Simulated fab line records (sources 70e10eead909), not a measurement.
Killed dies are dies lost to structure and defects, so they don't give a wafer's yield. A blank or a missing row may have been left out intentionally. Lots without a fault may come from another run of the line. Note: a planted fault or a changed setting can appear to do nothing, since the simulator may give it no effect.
Which tool did it? ; flow nand harc ; 24 lots, 72 wafers sampled, at 3 steps of a route of 1302

== WHAT EACH GAUGE READ, for each wafer ==
NHARC_A_SLIT_OVL_MEAS_10. Usual: overlay x nm -0.2 nm, standard deviation 0.8; overlay y nm 0.1 nm, standard deviation 0.67.
lot;measured;on;overlay x nm (nm);overlay y nm (nm);flag
L075;day 20 03:50;overlay-01;0.4 0.3 0.1;0.6 0.9 0.2;
L074;day 20 03:33;overlay-02;-0.9 -0.5 -0.7;0.0 -0.4 -0.3;
L076;day 20 14:41;overlay-01;0.8 1.4 1.5;-0.1 0.6 0.1;
L078;day 21 13:08;overlay-01;0.5 0.7 0.1;-0.2 -0.7 -0.7;
L077;day 21 10:58;overlay-02;-0.5 -0.1 -0.5;0.4 0.5 -0.4;
L079;day 22 00:56;overlay-02;-1.4 -1.2 -0.7;-0.8 -0.4 -0.2;
L080;day 22 10:49;overlay-01;0.1 0.4 0.1;1.0 0.4 1.0;
L081;day 22 10:07;overlay-02;-1.7 -1.7 -2.1;-0.3 -0.6 0.1;
L082;day 23 06:01;overlay-02;0.6 0.2 0.6;-0.2 -0.5 -0.2;
L083;day 23 06:10;overlay-02;0.9 1.0 1.1;1.3 1.0 1.8;
L085;day 23 23:34;overlay-01;-1.5 -1.0 -1.4;0.2 -0.2 0.0;
L084;day 24 10:36;overlay-01;0.3 0.5 0.0;-0.1 0.5 0.7;
L086;day 24 18:10;overlay-01;0.1 0.2 0.4;0.2 0.4 -0.2;
L087;day 25 08:59;overlay-01;-0.2 0.1 0.4;1.2 0.9 1.1;
L089;day 26 02:25;overlay-02;-1.2 -1.3 -1.1;-1.0 -0.8 -1.3;
L088;day 26 02:59;overlay-02;0.5 0.1 0.8;0.9 0.3 1.3;
L090;day 26 22:44;overlay-01;-0.1 0.8 0.1;-0.5 -0.3 -0.2;
L091;day 26 21:32;overlay-01;-1.0 -1.0 -1.3;0.6 1.3 1.2;
L093;day 28 00:40;overlay-01;0.0 0.7 0.3;0.8 1.0 0.0;
L092;day 28 00:30;overlay-02;-0.9 -1.1 -0.9;0.2 -0.1 1.2;
L095;day 28 11:57;overlay-02;-0.8 -0.1 -0.2;-0.2 0.0 -0.2;
L096;day 28 11:12;overlay-02;0.6 -0.3 -0.2;-0.2 0.1 0.4;
L094;day 28 12:40;overlay-01;-0.9 -1.1 -0.9;0.1 -1.1 -0.2;
L097;day 28 21:49;overlay-01;-0.4 0.1 0.2;-0.8 -0.2 -0.8;

== WHICH TOOL RAN EACH LOT (tool, then ch and the chambers of the sampled wafers, then the start) ==
lot;NHARC_A_SGD_CUT_ETCH_15;NHARC_A_SLIT_DEP_00
L075;rie diel-03 ch 2,3, day 19 23:18 or earlier;acl dep-01 ch 0, day 19 23:18
L074;rie diel-10 ch 0,1,3, day 19 23:04 or earlier;acl dep-02 ch 0, day 19 23:04
L076;rie diel-13 ch 2,3, day 20 10:14 or earlier;acl dep-02 ch 0, day 20 10:14
L078;rie diel-13 ch 0,1,2, day 21 08:42 or earlier;acl dep-01 ch 0, day 21 08:42
L077;rie diel-03 ch 0,1,3, day 21 07:04 or earlier;acl dep-02 ch 0, day 21 07:04
L079;rie diel-13 ch 0,2,3, day 21 20:23 or earlier;acl dep-01 ch 0, day 21 20:23
L080;rie diel-10 ch 0,2,3, day 22 06:16 or earlier;acl dep-01 ch 0, day 22 06:16
L081;rie diel-03 ch 0,2, day 22 05:34 or earlier;acl dep-03 ch 0, day 22 05:34
L082;rie diel-03 ch 0,1,3, day 23 01:31 or earlier;acl dep-02 ch 0, day 23 01:31
L083;rie diel-10 ch 0,1,3, day 23 01:34 or earlier;acl dep-01 ch 0, day 23 01:34
L085;rie diel-13 ch 0,1,3, day 23 19:01 or earlier;acl dep-02 ch 0, day 23 19:01
L084;rie diel-03 ch 2,3, day 24 06:42 or earlier;acl dep-02 ch 0, day 24 06:42
L086;rie diel-13 ch 2,3, day 24 13:40 or earlier;acl dep-03 ch 0, day 24 13:40
L087;rie diel-13 ch 0,2,3, day 25 04:32 or earlier;acl dep-02 ch 0, day 25 04:32
L089;rie diel-10 ch 0,2,3, day 25 21:47 or earlier;acl dep-02 ch 0, day 25 21:47
L088;rie diel-03 ch 1,2,3, day 25 23:02 or earlier;acl dep-01 ch 0, day 25 23:02
L090;rie diel-03 ch 0,3, day 26 18:13 or earlier;acl dep-02 ch 0, day 26 18:13
L091;rie diel-13 ch 0,1,3, day 26 17:45 or earlier;acl dep-01 ch 0, day 26 17:45
L093;rie diel-10 ch 0,1,2, day 27 19:58 or earlier;acl dep-02 ch 0, day 27 19:58
L092;rie diel-03 ch 0,1,3, day 27 20:37 or earlier;acl dep-01 ch 0, day 27 20:37
L095;rie diel-10 ch 0,1,3, day 28 07:23 or earlier;acl dep-01 ch 0, day 28 07:23
L096;rie diel-03 ch 1,2, day 28 06:41 or earlier;acl dep-02 ch 0, day 28 06:41
L094;rie diel-13 ch 1,2,3, day 28 08:04 or earlier;acl dep-03 ch 0, day 28 08:04
L097;rie diel-10 ch 0,1,3, day 28 17:49 or earlier;acl dep-02 ch 0, day 28 17:49
- NHARC_A_SGD_CUT_ETCH_15: etches the open film in CH3F/O2, target depth 75 nm, time 64.3 s.
- NHARC_A_SLIT_DEP_00: deposits aC, target thk 6200 nm.

== WHAT THE TOOLS THEMSELVES READ (means of the sampled wafers that have a number; where no wafer has one, the mark that the record gives instead) ==
NHARC_A_SGD_CUT_ETCH_15. Usual: chamber pressure mTorr 24.997 mTorr, standard deviation 0.023; drypump motor current A 5.8 A, standard deviation 0.53; oes product au 0.958 a.u., standard deviation 0.017; rf vpp V 263.4 V, standard deviation 1.5; showerhead plenum p Torr 2.43 Torr, standard deviation 0.088; throttle valve pct 20.663 %, standard deviation 0.0088.
lot;tool;chamber pressure mTorr (mTorr);drypump motor current A (A);oes product au (a.u.);rf vpp V (V);showerhead plenum p Torr (Torr);throttle valve pct (%);flag
L075;rie diel-03;24.992;5.6;0.969;263.7;2.45;20.662;
L074;rie diel-10;25.009;6.4;0.951;264.0;2.43;20.655;
L076;rie diel-13;24.999;5.5;0.976;264.2;2.43;20.665;
L078;rie diel-13;24.993;5.6;0.948;263.2;2.40;20.663;
L077;rie diel-03;24.979;5.5;0.968;263.5;2.45;20.661;
L079;rie diel-13;24.993;5.8;0.955;262.5;2.39;20.657;
L080;rie diel-10;25.014;6.3;0.930;264.4;2.50;20.667;
L081;rie diel-03;24.988;5.8;0.953;264.4;2.53;20.660;
L082;rie diel-03;25.017;5.5;0.949;263.4;2.44;20.667;
L083;rie diel-10;24.977;6.5;0.961;262.9;2.43;20.664;
L085;rie diel-13;24.991;5.7;0.966;262.2;2.34;20.672;
L084;rie diel-03;24.993;5.5;0.951;263.9;2.45;20.658;
L086;rie diel-13;24.984;5.5;0.950;262.9;2.38;20.663;
L087;rie diel-13;24.958;5.8;0.970;262.4;2.39;20.663;
L089;rie diel-10;24.992;6.3;0.967;264.6;2.50;20.674;
L088;rie diel-03;25.011;5.6;0.924;263.9;2.41;20.659;
L090;rie diel-03;25.002;5.4;0.979;264.8;2.52;20.674;
L091;rie diel-13;25.008;5.7;0.968;262.3;2.34;20.664;
L093;rie diel-10;24.996;6.3;0.948;263.5;2.45;20.667;
L092;rie diel-03;25.016;5.5;0.961;262.9;2.44;20.658;
L095;rie diel-10;25.007;6.5;0.965;262.7;2.43;20.662;
L096;rie diel-03;24.964;6.0;0.978;262.9;2.41;20.668;
L094;rie diel-13;25.007;5.3;0.956;262.4;2.38;20.661;
L097;rie diel-10;24.978;6.5;0.933;262.9;2.43;20.662;

NHARC_A_SLIT_DEP_00. Usual: 34.999 % for throttle valve pct, sd 0.0091.
lot;tool;throttle valve pct (%);flag
L075;acl dep-01;34.996;
L074;acl dep-02;35.004;
L076;acl dep-02;34.997;
L078;acl dep-01;35.000;
L077;acl dep-02;35.004;
L079;acl dep-01;34.990;
L080;acl dep-01;34.995;
L081;acl dep-03;34.998;
L082;acl dep-02;35.000;
L083;acl dep-01;34.995;
L085;acl dep-02;35.005;
L084;acl dep-02;35.006;
L086;acl dep-03;34.999;
L087;acl dep-02;34.988;
L089;acl dep-02;35.011;
L088;acl dep-01;34.997;
L090;acl dep-02;35.002;
L091;acl dep-01;34.995;
L093;acl dep-02;34.996;
L092;acl dep-01;34.993;
L095;acl dep-01;34.996;
L096;acl dep-02;35.012;
L094;acl dep-03;34.995;
L097;acl dep-02;34.996;

== THE ANSWER, worked out from the rows above alone ==
Rule: a lot is off if the mean of its wafers that have a number lies more than 3 standard deviations from the usual mean. A lot without any number at a reading at which 4 lots or more have one is off too. Any other lot the step has rows for is counted as sound. Order of review: gauges by route order, followed by the tools' own readings, for which a lot's mean as printed above is used. At the first step where some lot is off, the reading lying furthest off is the one used; lots without a number count as furthest.
None of the lots is off at any reading shown; this tells nothing.

== WHAT THE SIMULATOR HAD INSERTED ==
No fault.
